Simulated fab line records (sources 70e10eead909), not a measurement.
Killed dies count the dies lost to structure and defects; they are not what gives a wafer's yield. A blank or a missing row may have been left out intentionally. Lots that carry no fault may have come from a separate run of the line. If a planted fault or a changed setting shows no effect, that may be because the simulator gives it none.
fab line records	flow nand_harc
record: lots: 10	wafers: 30	last_day: 31
route steps=1302 shown THIN_TSV@1261 END@1301
lots that met no fault: taken from a fault-free run of the same line
start_h: start of the lot's first displayed wafer, in hours after the record's first day	wait_h: hours elapsed since this lot's preceding step	" repeats the value in the row above	L1.1+2: a single row standing in for several wafers	- no value, or no start was given	* or withheld: withheld	< > ~ a bound
route shown NAME@n: names a module that has steps shown in the file, with the first one's number in the route	usual: mean/standard deviation taken from wafers without a fault	same: alike in all rows	chamber/n: place in a boat	sites: per-site readings	_std_site: their standard deviation	_edge_site: outer sites' mean less inner sites'	radius_mm: for every site, how far away it sits from the centre of the wafer	mask NAME#n: copy n	behind: the last tool/chamber to shape the wafer	hold: cause of the lot's hold/its duration in hours/its outcome	device: names the non-switching transistor (n, p or np)	end of line: tests run on the same wafers once the route is complete	a step with no rows: only its recipe	killed: at the first sort, the dies lost to defects and structure; wafer yield is something else	map: dies across one wafer; x = killed, . = not, _ = none there
set.NAME: the setting the step ran with; set.NAME@STEP: the setting that earlier step ran with	model.NAME: the simulator's own value behind a step, which no gauge read
steps of the route over a sample of lots; a table a step, a row a wafer
services: a tool's chamber out of use, with start hour (start_h, from the record's first day; less than 0 if before it), hours out, and reason
== steps ==
step: NHARC_THIN_TSV_DESCUM_14
recipe: time_s: 3	o2_flow_sccm: 200	ar_flow_sccm: 0	bias_power_w: 0	chemistry: O2
usual: chamber_pressure_mTorr: 59.99/0.056	drypump_motor_current_A: 6.1/0.53	oes_product_au: 0.999/0.0098	rf_vpp_V: 57.9/0.92	showerhead_plenum_p_Torr: 1.93/0.077	throttle_valve_pct: 11.310/0.0094
lot.wafer	tool	chamber	start_h	wait_h	chamber_pressure_mTorr	drypump_motor_current_A	oes_product_au	rf_hours_counter_h	rf_vpp_V	showerhead_plenum_p_Torr	throttle_valve_pct
L810.1	rie_diel-13	1	565.44	-	60.10	4.8	0.988	1.4	57.9	1.98	11.317
L810.4	"	2	"	"	59.89	6.5	0.997	1.5	59.2	1.92	11.293
L810.6	"	0	"	"	59.97	6.2	0.994	-	57.1	1.90	11.313
L812.1	rie_diel-09	3	576.42	-	60.06	5.4	1.010	3.9	58.2	2.05	11.315
L812.5	"	0	"	"	60.10	6.4	0.991	-	58.5	2.00	11.307
L812.6	"	1	"	"	59.98	6.3	0.998	-	58.1	1.83	11.314
L814.3	rie_diel-09	2	582.48	-	60.01	6.6	0.989	5.3	58.4	1.84	11.304
L814.2	"	3	"	"	59.90	5.4	0.999	4.5	58.3	2.05	11.298
L814.6	"	2	"	"	59.95	6.6	0.988	-	57.2	1.84	11.297
L815.2	rie_diel-09	0	618.09	-	60.04	6.4	0.992	7.5	58.4	2.00	11.325
L815.1	"	1	"	"	60.01	6.3	0.977	8.8	59.1	1.83	11.320
L815.6	"	2	"	"	59.97	6.6	0.995	-	57.8	1.84	11.313
L818.4	rie_diel-13	3	629.34	-	59.92	6.1	1.008	4.2	58.2	1.94	11.322
L818.1	"	0	"	"	59.95	6.3	1.004	4.0	56.7	1.90	11.304
L818.6	"	2	"	"	60.02	6.5	1.001	-	57.4	1.92	11.331
L821.1	rie_diel-01	3	674.78	-	59.89	5.6	1.007	5.6	57.7	1.98	11.310
L821.2	"	2	"	"	59.95	6.8	0.983	5.8	57.5	1.90	11.318
L821.5	"	0	"	"	59.96	5.9	1.004	-	58.5	1.81	11.313
L822.3	rie_diel-13	1	682.14	-	60.01	4.9	0.990	4.8	56.9	1.98	11.316
L822.6	"	1	"	"	60.00	4.8	0.997	-	57.1	1.98	11.300
L822.5	"	2	"	"	59.98	6.5	1.002	-	57.8	1.92	11.323
L823.1	rie_diel-13	2	693.91	-	60.05	6.5	1.014	7.1	57.5	1.92	11.282
L823.6	"	0	"	"	59.89	6.2	0.997	-	58.0	1.89	11.307
L823.5	"	1	"	"	59.94	4.8	0.996	-	58.2	1.98	11.301
L824.1	rie_diel-09	3	716.22	-	59.96	5.4	0.985	2.5	58.2	2.04	11.306
L824.4	"	0	"	"	59.92	6.4	1.007	2.8	58.1	2.00	11.323
L824.2	"	2	"	"	59.92	6.6	1.010	2.5	57.5	1.84	11.313
L827.1	rie_diel-09	3	733.38	-	59.96	5.4	0.992	3.6	58.2	2.04	11.297
L827.3	"	0	"	"	60.07	6.4	1.004	4.0	59.0	2.00	11.306
L827.4	"	0	"	"	59.97	6.4	0.997	-	58.7	2.00	11.297
step: NHARC_THIN_TSV_ETCH_15
recipe: target_depth_a: 30000	bosch_target_overetch_cycles: 2	bosch_etch_step_s: 2.8	bosch_dep_step_s: 1.2	bosch_cycles: 14
usual: drypump_motor_current_A: 5.8/0.38
lot.wafer	tool	chamber	start_h	wait_h	drypump_motor_current_A	rf_hours_counter_h
L810.4	rie_si-04	1	566.08	-	5.7	0.21
L810.1	"	3	"	"	6.2	0.22
L810.6	"	2	"	"	5.4	-
L812.1	rie_si-04	1	577.07	-	5.6	0.27
L812.5	"	0	"	"	5.4	-
L812.6	"	1	"	"	5.6	-
L814.3	rie_si-04	0	583.14	-	5.4	0.25
L814.2	"	2	"	"	5.4	0.35
L814.6	"	0	"	"	5.4	-
L815.1	rie_si-05	2	618.75	-	6.0	0.80
L815.2	"	3	"	"	5.7	0.75
L815.6	"	2	"	"	6.0	-
L818.4	rie_si-03	2	629.99	-	5.8	0.14
L818.1	"	3	"	"	6.5	0.16
L818.6	"	3	"	"	6.4	-
L821.2	rie_si-05	0	675.46	-	5.5	0.02
L821.1	"	1	"	"	5.4	0.05
L821.5	"	2	"	"	6.0	-
L822.3	rie_si-05	3	682.80	-	5.7	0.08
L822.5	"	2	"	"	6.0	-
L822.6	"	3	"	"	5.7	-
L823.1	rie_si-05	1	694.58	-	5.4	0.12
L823.5	"	2	"	"	6.0	-
L823.6	"	3	"	"	5.7	-
L824.1	rie_si-05	0	716.87	-	5.5	0.25
L824.2	"	2	"	"	6.0	0.39
L824.4	"	3	"	"	5.7	0.37
L827.3	rie_si-03	1	734.17	-	6.5	0.80
L827.1	"	2	"	"	5.8	0.71
L827.4	"	0	"	"	6.0	0.89
step: NHARC_THIN_TSV_PRE_CLEAN_54
recipe: time_s: 30	temp_c: 280	gas: H2/He
usual: heater_power_w: 405/50
lot.wafer	tool	chamber	start_h	wait_h	heater_power_w
L810.4	pvd_sputter-03	-	570.07	0.1	463
L810.1	"	-	"	"	406
L810.6	"	-	"	"	369
L812.1	pvd_sputter-03	-	581.17	0.1	454
L812.6	"	-	"	"	449
L812.5	"	-	"	"	378
L814.3	pvd_sputter-02	-	587.17	0.1	383
L814.2	"	-	"	"	418
L814.6	"	-	"	"	404
L815.1	pvd_sputter-03	-	623.50	0.1	378
L815.2	"	-	"	"	395
L815.6	"	-	"	"	478
L818.1	pvd_sputter-03	-	634.02	0.1	465
L818.4	"	-	"	"	446
L818.6	"	-	"	"	394
L821.1	pvd_sputter-03	-	679.52	0.1	391
L821.2	"	-	"	"	479
L821.5	"	-	"	"	398
L822.3	pvd_sputter-01	-	686.84	0.1	452
L822.5	"	-	"	"	305
L822.6	"	-	"	"	384
L823.1	pvd_sputter-01	-	698.67	0.1	429
L823.6	"	-	"	"	380
L823.5	"	-	"	"	436
L824.4	pvd_sputter-02	-	721.14	0.0	425
L824.1	"	-	"	"	414
L824.2	"	-	"	"	421
L827.3	pvd_sputter-03	-	738.26	0.0	392
L827.1	"	-	"	"	494
L827.4	"	-	"	"	453
step: NHARC_END_WLT_00
usual: VT_DECK1_BOTTOM: 0.872/0.0079	VT_DECK1_BOTTOM_INNER: 0.872/0.0074	VT_DECK1_MEDIAN_NEAR_BOTTOM: 0.873/0.0079	VT_DECK1_MEDIAN_NEAR_BOTTOM_INNER: 0.873/0.0073	VT_DECK1_MIDDLE: 0.887/0.0072	VT_DECK1_MIDDLE_INNER: 0.886/0.0065	VT_DECK1_TOP: 0.898/0.0072	VT_DECK1_TOP_INNER: 0.898/0.0072	VT_DECK2_BOTTOM: 0.872/0.0081	VT_DECK2_BOTTOM_INNER: 0.872/0.0075	VT_DECK2_MEDIAN_NEAR_BOTTOM: 0.873/0.0078	VT_DECK2_MEDIAN_NEAR_BOTTOM_INNER: 0.873/0.0078	VT_DECK2_MIDDLE: 0.886/0.0087	VT_DECK2_MIDDLE_INNER: 0.885/0.0078	VT_DECK2_TOP: 0.896/0.0086	VT_DECK2_TOP_INNER: 0.896/0.0081
lot.wafer	tool	chamber	start_h	wait_h	VT_DECK1_BOTTOM	VT_DECK1_BOTTOM_INNER	VT_DECK1_MEDIAN_NEAR_BOTTOM	VT_DECK1_MEDIAN_NEAR_BOTTOM_INNER	VT_DECK1_MIDDLE	VT_DECK1_MIDDLE_INNER	VT_DECK1_TOP	VT_DECK1_TOP_INNER	VT_DECK2_BOTTOM	VT_DECK2_BOTTOM_INNER	VT_DECK2_MEDIAN_NEAR_BOTTOM	VT_DECK2_MEDIAN_NEAR_BOTTOM_INNER	VT_DECK2_MIDDLE	VT_DECK2_MIDDLE_INNER	VT_DECK2_TOP	VT_DECK2_TOP_INNER
L810.1	prober-01	-	579.13	0.0	0.868	0.863	0.865	0.869	0.881	0.873	0.882	0.884	0.869	0.872	0.867	0.872	0.887	0.885	0.897	0.900
L810.4	"	-	580.62	1.5	0.873	0.872	0.866	0.866	0.876	0.886	0.880	0.881	0.868	0.862	0.864	0.872	0.891	0.880	0.896	0.897
L810.6	"	-	581.62	2.5	0.872	0.870	0.868	0.871	0.885	0.878	0.889	0.892	0.869	0.866	0.876	0.859	0.889	0.884	0.894	0.895
L812.1	prober-01	-	588.39	0.0	0.868	0.869	0.863	0.873	0.877	0.880	0.886	0.883	0.875	0.868	0.871	0.866	0.882	0.881	0.893	0.893
L812.5	"	-	590.38	2.0	0.867	0.862	0.868	0.876	0.883	0.884	0.895	0.893	0.859	0.871	0.864	0.870	0.878	0.874	0.889	0.880
L812.6	"	-	"	"	0.867	0.861	0.857	0.859	0.877	0.872	0.885	0.894	0.867	0.875	0.860	0.863	0.886	0.876	0.882	0.891
L814.2	prober-02	-	594.88	0.6	0.884	0.874	0.868	0.873	0.884	0.889	0.896	0.907	0.880	0.891	0.887	0.889	0.898	0.891	0.910	0.908
L814.3	"	-	"	"	0.877	0.881	0.880	0.879	0.895	0.883	0.908	0.901	0.859	0.870	0.870	0.870	0.893	0.888	0.904	0.898
L814.6	"	-	596.90	2.6	0.870	0.870	0.871	0.870	0.889	0.881	0.906	0.891	0.874	0.875	0.873	0.870	0.889	0.882	0.899	0.896
L815.1	prober-02	-	630.59	0.1	0.876	0.864	0.876	0.872	0.886	0.893	0.896	0.902	0.870	0.876	0.873	0.871	0.887	0.885	0.894	0.891
L815.2	"	-	"	"	0.867	0.859	0.861	0.871	0.878	0.880	0.892	0.889	0.877	0.879	0.865	0.876	0.889	0.881	0.895	0.905
L815.6	"	-	633.12	2.6	0.867	0.871	0.869	0.871	0.883	0.880	0.889	0.897	0.871	0.875	0.875	0.879	0.894	0.878	0.892	0.904
L818.1	prober-02	-	641.11	0.1	0.871	0.877	0.869	0.875	0.887	0.879	0.902	0.903	0.882	0.882	0.887	0.888	0.899	0.899	0.916	0.909
L818.4	"	-	642.61	1.6	0.884	0.882	0.878	0.876	0.887	0.888	0.899	0.914	0.885	0.880	0.889	0.882	0.904	0.898	0.910	0.905
L818.6	"	-	643.61	2.6	0.877	0.881	0.886	0.873	0.899	0.900	0.908	0.907	0.884	0.888	0.879	0.874	0.889	0.886	0.910	0.910
L821.1	prober-01	-	687.02	0.0	0.863	0.868	0.872	0.873	0.881	0.886	0.895	0.899	0.873	0.871	0.873	0.872	0.885	0.879	0.894	0.895
L821.2	"	-	"	"	0.864	0.862	0.881	0.875	0.884	0.879	0.900	0.897	0.875	0.875	0.881	0.876	0.893	0.891	0.907	0.904
L821.5	"	-	689.00	2.0	0.868	0.871	0.874	0.870	0.887	0.878	0.885	0.896	0.870	0.869	0.868	0.871	0.882	0.885	0.896	0.891
L822.3	prober-02	-	694.98	1.1	0.889	0.883	0.879	0.885	0.890	0.896	0.892	0.907	0.870	0.874	0.872	0.875	0.883	0.881	0.903	0.899
L822.5	"	-	695.99	2.1	0.885	0.882	0.886	0.885	0.884	0.883	0.906	0.905	0.874	0.870	0.861	0.875	0.890	0.884	0.900	0.898
L822.6	"	-	"	"	0.875	0.872	0.875	0.877	0.895	0.889	0.897	0.898	0.872	0.869	0.880	0.874	0.884	0.893	0.896	0.897
L823.1	prober-01	-	705.87	0.0	0.874	0.872	0.866	0.869	0.884	0.884	0.902	0.897	0.881	0.882	0.889	0.875	0.898	0.907	0.911	0.913
L823.5	"	-	707.86	2.0	0.879	0.879	0.874	0.881	0.886	0.884	0.899	0.894	0.879	0.877	0.877	0.883	0.906	0.894	0.907	0.902
L823.6	"	-	"	"	0.892	0.869	0.885	0.882	0.889	0.888	0.897	0.896	0.889	0.879	0.882	0.890	0.905	0.892	0.903	0.910
L824.1	prober-01	-	728.31	0.0	0.882	0.876	0.877	0.870	0.887	0.890	0.897	0.895	0.871	0.869	0.877	0.882	0.887	0.886	0.906	0.895
L824.2	"	-	"	"	0.874	0.872	0.882	0.878	0.885	0.889	0.901	0.905	0.876	0.879	0.866	0.876	0.887	0.886	0.904	0.900
L824.4	"	-	729.82	1.6	0.871	0.865	0.872	0.874	0.882	0.883	0.912	0.900	0.868	0.873	0.877	0.878	0.878	0.896	0.895	0.898
L827.1	prober-02	-	745.36	0.1	0.885	0.881	0.877	0.881	0.893	0.892	0.903	0.902	0.873	0.866	0.860	0.854	0.878	0.873	0.888	0.887
L827.3	"	-	"	"	0.873	0.873	0.882	0.867	0.889	0.896	0.908	0.906	0.874	0.865	0.864	0.867	0.882	0.885	0.892	0.889
L827.4	"	-	"	"	0.873	0.874	0.874	0.874	0.890	0.889	0.897	0.894	0.863	0.863	0.862	0.864	0.881	0.878	0.881	0.883
step: NHARC_END_SORT_01
recipe: temp_c: 25
usual: defect_limited_yield: 90/3.1	killed_at_array: 61/20	killed_at_other: 0.9/1.1	killed_at_periphery: 3.7/2.5	killed_dies: 65/21	killed_open: 3.3/1.8	killed_short: 2.3/1.5
same: gross_dies: 677
lot.wafer	tool	chamber	start_h	wait_h	defect_limited_yield[%]	killed_at_array	killed_at_other	killed_at_periphery	killed_dies	killed_open	killed_short
L823.1	prober-01	0	708.85	2.5	94	34	1	3	38	4	2
L823.5	prober-01	0	712.07	3.7	82	40	81	2	123	3	3
L823.6	prober-01	0	712.87	4.0	92	47	0	4	51	5	1
L824.1	prober-01	0	731.33	2.5	91	61	1	1	63	5	3
L824.2	prober-01	0	732.14	2.8	78	65	79	2	146	6	4
L824.4	prober-01	0	733.77	3.4	91	57	0	4	61	3	1
killed by level:class
L823.1 A_CHANNEL_HOLE_D2:chamber_film_flake=14 A_CHANNEL_HOLE_D1:chamber_film_flake=5 A_SLIT:chamber_film_flake=4 A_DECK1_JOINT:chamber_film_flake=3 A_CONTACT:chamber_film_flake=3 P_M0:geometric_particle:open=2 A_ONON_D2:geometric_particle:short=1 A_CHANNEL_HOLE_D2:geometric_particle:short=1
L823.5 THIN_TSV:unspecified=80 A_CHANNEL_HOLE_D2:chamber_film_flake=19 A_CHANNEL_HOLE_D1:chamber_film_flake=7 A_CONTACT:chamber_film_flake=4 A_ZERO_WELL:chamber_film_flake=3 P_M0:geometric_particle:open=1 P_M1:geometric_particle:open=1 A_ONON_D1:geometric_particle:short=1
L823.6 A_CHANNEL_HOLE_D2:chamber_film_flake=22 A_CHANNEL_HOLE_D1:chamber_film_flake=9 A_CONTACT:chamber_film_flake=6 A_DECK1_JOINT:chamber_film_flake=4 P_M0:geometric_particle:open=1 P_M0:geometric_particle:short=1 A_ONON_D1:geometric_particle:open=1 A_DECK1_JOINT:geometric_particle:open=1
L824.1 A_CHANNEL_HOLE_D1:chamber_film_flake=28 A_CONTACT:chamber_film_flake=21 A_CHANNEL_FILL_D1:chamber_film_flake=3 A_ONON_D2:geometric_particle:short=2 P_M0:geometric_particle:open=1 A_ONON_D1:geometric_particle:open=1 A_CHANNEL_HOLE_D2:geometric_particle:open=1 A_WL_FILL:geometric_particle:short=1
L824.2 THIN_TSV:unspecified=79 A_CHANNEL_HOLE_D1:chamber_film_flake=30 A_CONTACT:chamber_film_flake=17 A_SLIT:chamber_film_flake=6 A_CHANNEL_FILL_D2:geometric_particle:open=2 A_STAIRCASE:chamber_film_flake=2 P_M0:geometric_particle:open=1 P_M0:geometric_particle:short=1
L824.4 A_CHANNEL_HOLE_D1:chamber_film_flake=35 A_CONTACT:chamber_film_flake=13 A_SLIT:chamber_film_flake=3 A_WL_FILL:chamber_film_flake=3 P_CONTACT:geometric_particle:open=2 A_CHANNEL_FILL_D1:chamber_film_flake=2 P_CONTACT:geometric_particle:short=1 P_M0:geometric_particle:open=1
== services ==
tool	chamber	start_h	hours	kind
rie_si-04	0	544.43	9.2	repair
rie_diel-09	0	555.11	-	clean
rie_diel-09	1	555.11	-	clean
rie_diel-01	-	557.80	9.0	pm
rie_si-03	-	575.00	9.0	pm
rie_diel-13	0	580.81	4.5	repair
pvd_sputter-01	-	582.07	10.0	pm
rie_diel-09	-	593.60	0.1	repair
rie_diel-09	0	603.83	14.1	repair
pvd_sputter-03	-	603.94	1.4	repair
rie_diel-13	-	605.22	0.2	repair
rie_diel-13	1	619.92	8.9	repair
rie_diel-09	-	633.59	0.4	repair
pvd_sputter-02	-	638.04	10.0	pm
rie_si-04	-	647.44	0.3	repair
rie_si-05	-	659.00	9.0	pm
rie_diel-13	1	662.65	11.8	repair
rie_diel-13	3	672.05	7.4	repair
rie_diel-09	-	674.11	9.0	pm
rie_diel-13	-	696.00	9.0	pm
rie_si-04	-	696.00	9.0	pm
pvd_sputter-03	-	704.44	10.0	pm
rie_diel-09	1	729.68	8.3	repair
rie_diel-01	-	734.80	9.0	pm
== key ==
first_sign: step: NHARC_END_SORT_01	reading: killed_at_other	direction: up	sigmas: 69	usual: 0.9	struck: 80
effect: step: NHARC_END_SORT_01	reading: defect_limited_yield	direction: down	sigmas: 3.3	usual: 90	struck: 80
more_kills_born_at: NHARC_THIN_TSV_ETCH_15@rie_si-05: 157
met_at NHARC_THIN_TSV_ETCH_15
struck_lots L823,L824
struck_wafers L823.5,L824.2
not_acting_at NHARC_THIN_TSV_DESCUM_14,NHARC_THIN_TSV_PRE_CLEAN_54,NHARC_END_WLT_00
onset_between 682.80 694.58
fault: kind: chamber_particle_source	tool: rie_si-05	chamber: 2	onset_h: 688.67	steps: NHARC_THIN_TSV_ETCH_15	rate_per_visit_cm2: 0.63806	end_h: 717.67
